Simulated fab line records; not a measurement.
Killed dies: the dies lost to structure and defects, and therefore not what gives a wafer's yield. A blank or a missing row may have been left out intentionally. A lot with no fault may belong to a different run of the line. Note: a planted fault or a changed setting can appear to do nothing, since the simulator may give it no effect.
Matching of chambers + flow n5_finfet + cvd_co-02 running N5_BEOL_M1_PRE_CLEAN_60: 3 sister chambers
The step time 15 s. 6 wafers are shown with their chamber, then 12 later ones without.

== WAFERS PAIRED WITH THEIR CHAMBERS ==
| wafer  | chamber | heater_power_w (W) |
|--------|---------|--------------------|
| L089.6 | 0       | 97                 |
| L091.1 | 2       | 107                |
| L091.5 | 1       | 100                |
| L094.2 | 1       | 98                 |
| L094.4 | 2       | 105                |
| L094.6 | 0       | 98                 |

== WAFERS WITHOUT THEIR CHAMBER ==
| wafer  | heater_power_w (W) |
|--------|--------------------|
| L096.1 | 99                 |
| L096.2 | 103                |
| L096.3 | 99                 |
| L096.4 | 99                 |
| L096.5 | 105                |
| L096.6 | 100                |
| L097.1 | 100                |
| L097.2 | 97                 |
| L097.3 | 104                |
| L097.4 | 99                 |
| L097.5 | 97                 |
| L097.6 | 107                |

== WHICH CHAMBER EACH ONE RAN IN ==
| wafer  | from the rows above     | in truth |
|--------|-------------------------|----------|
| L096.1 | can't be placed: 1 or 0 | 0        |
| L096.2 | can't be placed: 2 or 1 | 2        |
| L096.3 | can't be placed: 1 or 0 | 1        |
| L096.4 | can't be placed: 1 or 0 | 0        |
| L096.5 | 2                       | 2        |
| L096.6 | can't be placed: 1 or 0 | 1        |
| L097.1 | can't be placed: 1 or 0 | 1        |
| L097.2 | can't be placed: 0 or 1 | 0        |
| L097.3 | 2                       | 2        |
| L097.4 | can't be placed: 1 or 0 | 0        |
| L097.5 | can't be placed: 0 or 1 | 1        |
| L097.6 | 2                       | 2        |
Placed correctly: 3 of 12. Cannot be placed on the basis of these rows: 9; the candidates contain the true chamber in 9. Number placed wrongly: 0.
How it was worked out, from the rows above alone: a wafer's distance from a chamber is the root of the sum, over the readings, of the square of ((its reading less the chamber's mean) divided by the reading's scatter). If the next closest chamber is less than 2 further off than the closest, the wafer can't be placed; otherwise it belongs to the closest. The mean given for a chamber averages the wafers shown for that chamber. The scatter: take each reading less its chamber's mean, square it, sum over the shown wafers, divide by the number of wafers less the number of chambers, and take the root.
